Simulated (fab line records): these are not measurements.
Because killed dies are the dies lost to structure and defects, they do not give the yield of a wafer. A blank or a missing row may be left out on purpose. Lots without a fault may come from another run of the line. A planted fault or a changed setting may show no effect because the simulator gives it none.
fab line records | flow nandHarc | part 1 of 2: steps 1 to 3 of 6
record: lots: 24 wafers: 72 lastDay: 33
route steps=1302 shown A_STAIRCASE@786
lots that met no fault: taken from a fault-free run of the same line
startH: hours from the record's first day to the start of the lot's first wafer shown | waitH: how many hours have passed since the lot's step before this one | " the same as in the row above | L1.1+2: several wafers, shown together as one row | - either no value or no given start | * or withheld: withheld | < > ~ a bound
route shown NAME@n: a module of which the file shows steps, and the number in the route of the first | usual: mean/standard deviation of fault-free wafers | same: alike in all rows | chamber/n: place in a boat | sites: the reading at each site | _std_site: their standard deviation | _edge_site: outer sites' mean less inner sites' | radiusMm: how far each site lies from the wafer's centre | mask NAME#n: copy n | behind: the tool/chamber that last shaped the wafer | hold: the reason the lot was held/the length of the hold in hours/how it ended | device: the n, p or np transistor that did not switch | end of line: tests run on the same wafers once the route is complete | a step without rows: its recipe alone | killed: dies lost to structure and defects at the first sort, not the wafer's yield | map: shows each die of a wafer: x if killed, . if not, _ if none is there
set.NAME: the setting as run; set.NAME@STEP: as run at that earlier step | model.NAME: the simulator's own value behind a step, which no gauge read
a sample of lots followed through the steps of the route, with each step as a table and each wafer as a row
services: from which hour (startH, from the record's first day; less than 0 if before it) a tool's chamber was out of use, for how many hours, and why
== steps ==
step: NHARC_A_STAIRCASE_HM_OPEN_457
recipe: o2FlowSccm: 400 cosFlowSccm: 20 arFlowSccm: 0 rfW: 500 biasW: 300 chemistry: O2/COS
usual: drypumpMotorCurrentA: 5.7/0.58 oesProductAu: 1.002/0.011 rfVppV: 467/3.2 showerheadPlenumPTorr: 3.13/0.15 throttleValvePct: 28.330/0.0095
columns lot.wafer tool chamber startH waitH drypumpMotorCurrentA oesProductAu rfHoursCounterH rfVppV showerheadPlenumPTorr throttleValvePct
L075.2 rieDiel-03 1 - - 4.7 1.016 26 464 2.91 28.337
L075.3 " 2 " " 5.8 0.992 29 466 3.15 28.336
L075.4 " 0 " " 5.4 1.010 - 464 3.00 28.321
L074.1 rieDiel-11 0 - - 6.0 1.002 34 471 3.33 28.331
L074.2 " 2 " " 5.3 1.021 37 465 3.02 28.332
L074.6 " 0 " " 6.0 1.006 - 472 3.33 28.326
L076.2 rieDiel-13 1 - - 4.8 0.991 10 466 3.04 28.332
L076.1 " 2 " " 5.6 1.003 12 465 3.01 28.337
L076.5 " 3 " " 5.2 1.006 - 472 3.37 28.315
L077.2 rieDiel-13 3 - - 5.2 0.995 17 473 3.36 28.334
L077.4 " 2 " " 5.6 0.996 19 464 3.01 28.325
L077.6 " 3 " " 5.2 0.992 - 473 3.36 28.313
L079.1 rieDiel-03 1 - - 4.7 1.004 30 463 2.91 28.318
L079.2 " 0 " " 5.5 1.021 30 464 3.00 28.332
L079.5 " 0 " " 5.5 1.012 - 465 3.00 28.326
L078.3 rieDiel-13 2 - - 5.6 1.000 26 465 3.01 28.334
L078.2 " 0 " " 6.5 1.014 23 465 3.05 28.342
L078.6 " 1 " " 4.8 0.995 - 465 3.04 28.304
L080.3 rieDiel-13 3 - - 5.3 1.003 29 472 3.36 28.329
L080.5 " 3 " " 5.2 1.015 - 472 3.36 28.325
L080.6 " 0 " " 6.5 1.026 - 463 3.05 28.332
L081.1 rieDiel-11 3 - - 6.3 1.001 56 474 3.34 28.332
L081.3 " 0 " " 6.0 1.016 53 471 3.32 28.342
L081.6 " 1 " " 6.3 1.009 - 466 3.09 28.324
L082.1 rieDiel-11 3 - - 6.2 0.991 7 472 3.34 28.333
L082.3 " 1 " " 6.3 0.993 8 467 3.08 28.328
L082.5 " 0 " " 6.0 1.000 - 471 3.31 28.321
L083.1 rieDiel-13 0 - - 6.5 1.006 41 466 3.04 28.340
L083.2 " 1 " " 4.8 0.989 48 465 3.03 28.341
L083.5 " 0 " " 6.5 1.009 - 465 3.05 28.329
L085.3 rieDiel-11 1 - - 6.3 1.002 10 466 3.08 28.322
L085.5 " 0 " " 6.0 1.021 - 470 3.31 28.322
L085.6 " 1 " " 6.3 1.001 - 466 3.08 28.332
L084.3 rieDiel-11 2 - - 5.3 1.018 10 464 3.01 28.312
L084.6 " 0 " " 6.0 1.000 - 470 3.31 28.322
L084.5 " 1 " " 6.3 1.009 - 468 3.08 28.321
L086.3 rieDiel-13 0 - - 6.5 1.023 51 466 3.04 28.339
L086.2 " 3 " " 5.2 0.996 60 471 3.34 28.323
L086.6 " 1 " " 4.8 0.994 - 464 3.02 28.329
L087.1 rieDiel-11 2 - - 5.3 1.005 19 467 3.00 28.323
L087.5 " 0 " " 6.0 0.998 - 471 3.31 28.317
L087.6 " 1 " " 6.3 0.987 - 467 3.08 28.344
L089.4 rieDiel-13 0 - - 6.5 1.029 56 464 3.04 28.324
L089.3 " 1 " " 4.8 0.994 62 466 3.02 28.320
L089.1 " 3 " " 5.2 1.005 65 471 3.34 28.338
L088.4 rieDiel-11 1 - - 6.3 0.987 22 465 3.08 28.329
L088.6 " 0 " " 6.0 0.994 - 471 3.30 28.339
L088.5 " 1 " " 6.3 0.991 - 466 3.08 28.323
L090.2 rieDiel-11 2 - - 5.3 1.003 25 465 3.00 28.333
L090.3 " 3 " " 6.2 0.991 27 471 3.33 28.324
L090.6 " 2 " " 5.3 1.011 - 465 3.00 28.331
L091.3 rieDiel-13 0 - - 6.5 1.004 5 466 3.03 28.333
L091.2 " 1 " " 4.8 0.995 5 465 3.02 28.318
L091.6 " 2 " " 5.6 0.989 - 463 2.98 28.320
L092.1 rieDiel-13 0 - - 6.5 1.005 7 465 3.03 28.312
L092.6 " 1 " " 4.8 0.998 - 465 3.02 28.322
L092.5 " 2 " " 5.6 1.004 - 464 2.98 28.327
L093.3 rieDiel-11 2 - - 5.3 1.006 36 464 3.00 28.354
L093.2 " 3 " " 6.2 0.974 39 470 3.32 28.336
L093.5 " 1 " " 6.3 0.980 - 466 3.07 28.336
L094.1 rieDiel-11 2 - - 5.3 1.010 38 464 2.99 28.331
L094.3 " 3 " " 6.2 0.991 42 471 3.32 28.346
L094.6 " 0 " " 6.0 0.995 - 470 3.30 28.318
L095.4 rieDiel-13 3 - - 5.3 1.003 20 471 3.33 28.317
L095.1 " 0 " " 6.5 1.006 18 466 3.03 28.323
L095.5 " 2 " " 5.7 1.004 - 464 2.98 28.316
L096.3 rieDiel-13 3 - - 5.2 0.989 24 471 3.32 28.344
L096.4 " 0 " " 6.5 1.007 20 465 3.03 28.340
L096.1 " 1 " " 4.8 1.000 18 466 3.01 28.326
L097.2 rieDiel-13 3 - - 5.2 1.004 27 471 3.32 28.325
L097.4 " 0 " " 6.5 1.010 23 466 3.03 28.332
L097.5 " 3 " " 5.2 0.999 - 471 3.32 28.326
step: NHARC_A_STAIRCASE_DESCUM_291
recipe: timeS: 3 o2FlowSccm: 200 arFlowSccm: 0 biasPowerW: 0 chemistry: O2
usual: drypumpMotorCurrentA: 5.6/0.56 oesProductAu: 1.000/0.011 rfVppV: 57.7/0.96 showerheadPlenumPTorr: 1.91/0.095 throttleValvePct: 11.310/0.0098
columns lot.wafer tool chamber startH waitH drypumpMotorCurrentA oesProductAu rfHoursCounterH rfVppV showerheadPlenumPTorr throttleValvePct
L075.4 rieDiel-11 0 379.25 - 6.0 1.004 36 58.3 2.05 11.298
L075.3 " 2 " " 5.3 1.026 39 57.7 1.85 11.302
L075.2 " 3 " " 6.2 1.001 36 59.0 2.06 11.296
L074.1 rieDiel-11 1 382.38 - 6.3 0.996 40 57.6 1.90 11.316
L074.2 " 3 " " 6.2 0.995 37 58.1 2.06 11.316
L074.6 " 1 " " 6.3 1.005 - 57.9 1.90 11.310
L076.2 rieDiel-11 0 396.48 - 6.0 1.012 42 58.4 2.04 11.326
L076.1 " 1 " " 6.3 0.996 45 58.5 1.89 11.298
L076.5 " 0 " " 6.0 1.009 - 57.7 2.04 11.322
L077.2 rieDiel-13 2 402.30 - 5.6 1.006 22 56.9 1.84 11.322
L077.4 " 0 " " 6.5 1.014 20 57.6 1.87 11.300
L077.6 " 3 " " 5.2 1.007 - 59.0 2.07 11.308
L079.2 rieDiel-11 0 419.08 - 6.0 1.005 50 60.3 2.04 11.318
L079.1 " 1 " " 6.3 0.988 52 57.5 1.89 11.319
L079.5 " 3 " " 6.2 0.990 - 57.5 2.06 11.303
L078.2 rieDiel-03 0 420.93 - 5.4 1.004 34 57.9 1.83 11.306
L078.3 " 1 " " 4.7 0.993 34 57.2 1.77 11.324
L078.6 " 1 " " 4.7 1.006 - 56.9 1.78 11.305
L080.3 rieDiel-03 3 436.04 - 5.9 1.027 22 56.9 1.95 11.312
L080.5 " 1 " " 4.7 0.999 - 57.1 1.77 11.325
L080.6 " 3 " " 5.9 1.013 - 57.1 1.95 11.293
L081.3 rieDiel-03 1 436.50 - 4.7 0.992 37 56.7 1.77 11.294
L081.1 " 3 " " 5.9 1.022 23 58.4 1.95 11.305
L081.6 " 1 " " 4.7 1.009 - 55.6 1.77 11.317
L082.3 rieDiel-13 3 469.04 - 5.3 1.009 49 58.5 2.06 11.303
L082.1 " 0 " " 6.5 1.023 43 57.6 1.86 11.298
L082.5 " 2 " " 5.6 1.004 - 58.1 1.83 11.318
L083.2 rieDiel-11 2 471.00 - 5.3 1.012 10 58.0 1.84 11.330
L083.1 " 1 " " 6.3 0.994 10 58.2 1.89 11.327
L083.5 " 3 " " 6.2 0.987 - 57.8 2.05 11.308
L085.3 rieDiel-03 0 480.33 - 5.4 0.992 6 56.6 1.83 11.328
L085.6 " 3 " " 5.8 1.005 - 58.4 1.95 11.310
L085.5 " 0 " " 5.4 0.994 - 58.3 1.83 11.301
L084.3 rieDiel-13 3 480.50 - 5.3 0.989 53 58.6 2.06 11.309
L084.6 " 1 " " 4.8 0.980 - 57.6 1.85 11.301
L084.5 " 2 " " 5.6 0.993 - 57.4 1.83 11.285
L086.3 rieDiel-11 0 506.35 - 6.0 1.008 18 57.7 2.03 11.297
L086.2 " 2 " " 5.3 1.006 18 56.4 1.84 11.297
L086.6 " 0 " " 6.0 0.991 - 57.9 2.03 11.305
L087.1 rieDiel-13 3 517.90 - 5.2 0.994 67 59.0 2.05 11.302
L087.5 " 1 " " 4.8 0.991 - 55.8 1.85 11.304
L087.6 " 2 " " 5.6 1.006 - 57.4 1.83 11.316
L089.1 rieDiel-03 1 518.78 - 4.7 0.998 18 56.4 1.77 11.317
L089.3 " 2 " " 5.8 0.995 3 59.5 1.93 11.311
L089.4 " 0 " " 5.4 0.995 18 56.7 1.82 11.292
L088.4 rieDiel-03 3 522.70 - 5.9 1.001 19 57.5 1.95 11.314
L088.6 " 3 " " 5.9 1.000 - 57.6 1.95 11.307
L088.5 " 0 " " 5.4 0.995 - 57.4 1.82 11.337
L090.3 rieDiel-13 3 531.32 - 5.2 1.000 2 57.8 2.05 11.316
L090.2 " 2 " " 5.6 1.000 2 58.1 1.82 11.306
L090.6 " 0 " " 6.5 1.001 - 58.1 1.86 11.301
L091.3 rieDiel-11 2 555.45 - 5.3 1.003 36 57.4 1.83 11.304
L091.2 " 3 " " 6.2 0.986 39 57.9 2.04 11.310
L091.6 " 3 " " 6.2 0.985 - 58.8 2.04 11.313
L092.1 rieDiel-13 2 564.22 - 5.6 0.998 11 55.7 1.82 11.305
L092.5 " 0 " " 6.5 0.994 - 58.9 1.85 11.289
L092.6 " 1 " " 4.8 0.984 - 56.5 1.84 11.306
L093.2 rieDiel-13 0 566.22 - 6.5 0.984 13 56.6 1.85 11.329
L093.3 " 2 " " 5.6 0.992 12 57.7 1.82 11.304
L093.5 " 0 " " 6.5 0.998 - 57.1 1.85 11.314
L094.1 rieDiel-11 0 572.60 - 6.0 1.003 45 59.5 2.02 11.316
L094.3 " 1 " " 6.3 0.978 42 58.7 1.88 11.313
L094.6 " 2 " " 5.3 1.012 - 57.0 1.83 11.314
L095.1 rieDiel-13 1 593.49 - 4.8 0.997 18 57.1 1.84 11.312
L095.4 " 0 " " 6.5 1.000 20 57.1 1.85 11.311
L095.5 " 1 " " 4.8 1.003 - 56.0 1.84 11.309
L096.1 rieDiel-11 0 603.42 - 6.0 0.997 55 57.9 2.02 11.293
L096.3 " 2 " " 5.3 1.017 53 57.3 1.83 11.310
L096.4 " 3 " " 6.2 0.997 56 58.7 2.04 11.304
L097.4 rieDiel-03 2 608.72 - 5.8 0.986 29 56.6 1.92 11.301
L097.2 " 0 " " 5.4 0.985 44 57.8 1.82 11.317
L097.5 " 2 " " 5.8 0.977 - 57.6 1.92 11.308
step: NHARC_A_STAIRCASE_HM_OPEN_460
recipe: o2FlowSccm: 400 cosFlowSccm: 20 arFlowSccm: 0 rfW: 500 biasW: 300 chemistry: O2/COS
usual: drypumpMotorCurrentA: 5.7/0.58 oesProductAu: 1.002/0.01 rfVppV: 467/3.3 showerheadPlenumPTorr: 3.10/0.15 throttleValvePct: 28.330/0.0091
columns lot.wafer tool chamber startH waitH drypumpMotorCurrentA oesProductAu rfHoursCounterH rfVppV showerheadPlenumPTorr throttleValvePct
L075.2 rieDiel-11 1 - - 6.3 0.998 39 465 3.10 28.330
L075.4 " 2 " " 5.3 1.013 39 465 3.02 28.321
L075.3 " 3 " " 6.2 0.998 36 473 3.35 28.321
L074.1 rieDiel-11 0 - - 6.0 1.002 37 472 3.32 28.331
L074.2 " 3 " " 6.2 0.997 37 474 3.35 28.331
L074.6 " 1 " " 6.3 1.005 - 466 3.10 28.317
L076.2 rieDiel-11 0 - - 6.0 1.009 42 472 3.32 28.335
L076.1 " 3 " " 6.2 0.991 45 471 3.35 28.330
L076.5 " 0 " " 6.0 1.010 - 472 3.32 28.354
L077.4 rieDiel-13 1 - - 4.8 0.988 22 467 3.04 28.336
L077.2 " 2 " " 5.6 1.011 22 464 3.01 28.317
L077.6 " 1 " " 4.8 0.984 - 465 3.04 28.324
L079.2 rieDiel-11 2 - - 5.3 1.020 55 467 3.02 28.321
L079.1 " 0 " " 6.0 1.011 50 471 3.32 28.340
L079.5 " 2 " " 5.3 1.008 - 464 3.02 28.322
L078.2 rieDiel-03 1 - - 4.7 1.006 34 463 2.91 28.329
L078.3 " 0 " " 5.4 1.019 34 465 3.00 28.326
L078.6 " 1 " " 4.7 1.000 - 461 2.91 28.331
L080.3 rieDiel-03 1 - - 4.7 1.010 37 461 2.91 28.337
L080.5 " 3 " " 5.9 1.014 - 467 3.18 28.321
L080.6 " 0 " " 5.5 1.013 - 465 3.00 28.325
L081.3 rieDiel-03 3 - - 5.9 1.026 23 468 3.19 28.319
L081.1 " 0 " " 5.5 1.019 36 465 3.00 28.315
L081.6 " 1 " " 4.7 1.002 - 461 2.91 28.340
L082.3 rieDiel-13 0 - - 6.5 1.012 43 466 3.04 28.317
L082.1 " 3 " " 5.2 1.002 49 471 3.35 28.332
L082.5 " 1 " " 4.8 0.992 - 464 3.03 28.340
L083.2 rieDiel-11 1 - - 6.3 1.005 11 466 3.08 28.330
L083.1 " 2 " " 5.3 1.026 11 465 3.01 28.334
L083.5 " 3 " " 6.2 0.996 - 471 3.34 28.332
L085.3 rieDiel-03 0 - - 5.4 0.999 6 464 2.99 28.309
L085.6 " 0 " " 5.4 1.008 - 465 2.99 28.323
L085.5 " 1 " " 4.7 0.996 - 463 2.90 28.319
L084.3 rieDiel-13 2 - - 5.7 1.000 55 463 2.99 28.329
L084.5 " 0 " " 6.5 1.015 - 466 3.04 28.309
L084.6 " 1 " " 4.8 0.994 - 465 3.02 28.334
L086.2 rieDiel-11 1 - - 6.3 0.995 19 467 3.08 28.334
L086.3 " 2 " " 5.3 1.014 18 464 3.00 28.334
L086.6 " 0 " " 6.0 1.010 - 472 3.31 28.322
L087.1 rieDiel-13 3 - - 5.2 0.996 67 472 3.34 28.323
L087.6 " 1 " " 4.8 0.996 - 466 3.02 28.331
L087.5 " 2 " " 5.6 1.014 - 465 2.99 28.319
L089.1 rieDiel-03 2 - - 5.8 0.998 4 468 3.15 28.333
L089.4 " 3 " " 5.8 1.006 18 469 3.17 28.325
L089.3 " 0 " " 5.5 0.984 18 465 2.98 28.330
L088.4 rieDiel-03 2 - - 5.8 0.995 4 467 3.14 28.331
L088.6 " 0 " " 5.4 1.012 - 463 2.98 28.328
L088.5 " 1 " " 4.7 0.996 - 462 2.89 28.338
L090.3 rieDiel-13 0 - - 6.5 0.998 1 465 3.04 28.338
L090.2 " 1 " " 4.8 0.994 1 465 3.02 28.329
L090.6 " 2 " " 5.7 1.008 - 465 2.99 28.337
L091.2 rieDiel-11 3 - - 6.2 0.986 39 471 3.32 28.333
L091.3 " 0 " " 6.0 1.001 37 470 3.30 28.316
L091.6 " 3 " " 6.3 0.995 - 472 3.32 28.333
L092.1 rieDiel-13 1 - - 4.8 0.986 10 466 3.01 28.334
L092.6 " 3 " " 5.3 0.985 - 472 3.33 28.307
L092.5 " 0 " " 6.5 0.996 - 465 3.03 28.337
L093.3 rieDiel-13 3 - - 5.3 1.000 14 472 3.33 28.328
L093.2 " 0 " " 6.5 1.001 13 465 3.03 28.328
L093.5 " 3 " " 5.3 0.989 - 471 3.33 28.338
L094.3 rieDiel-11 1 - - 6.3 0.982 42 466 3.07 28.326
L094.1 " 3 " " 6.2 0.983 47 472 3.32 28.323
L094.6 " 1 " " 6.3 0.986 - 468 3.07 28.341
L095.1 rieDiel-13 1 - - 4.8 1.003 18 465 3.01 28.329
L095.4 " 2 " " 5.6 1.010 21 465 2.98 28.330
L095.5 " 0 " " 6.5 0.992 - 467 3.03 28.329
L096.3 rieDiel-11 1 - - 6.3 0.988 54 466 3.06 28.343
L096.4 " 2 " " 5.3 1.016 53 464 2.99 28.344
L096.1 " 3 " " 6.2 0.989 56 471 3.31 28.333
L097.4 rieDiel-03 3 - - 5.9 1.006 44 467 3.16 28.334
L097.2 " 0 " " 5.4 1.005 44 464 2.97 28.336
L097.5 " 2 " " 5.8 0.996 - 468 3.13 28.330
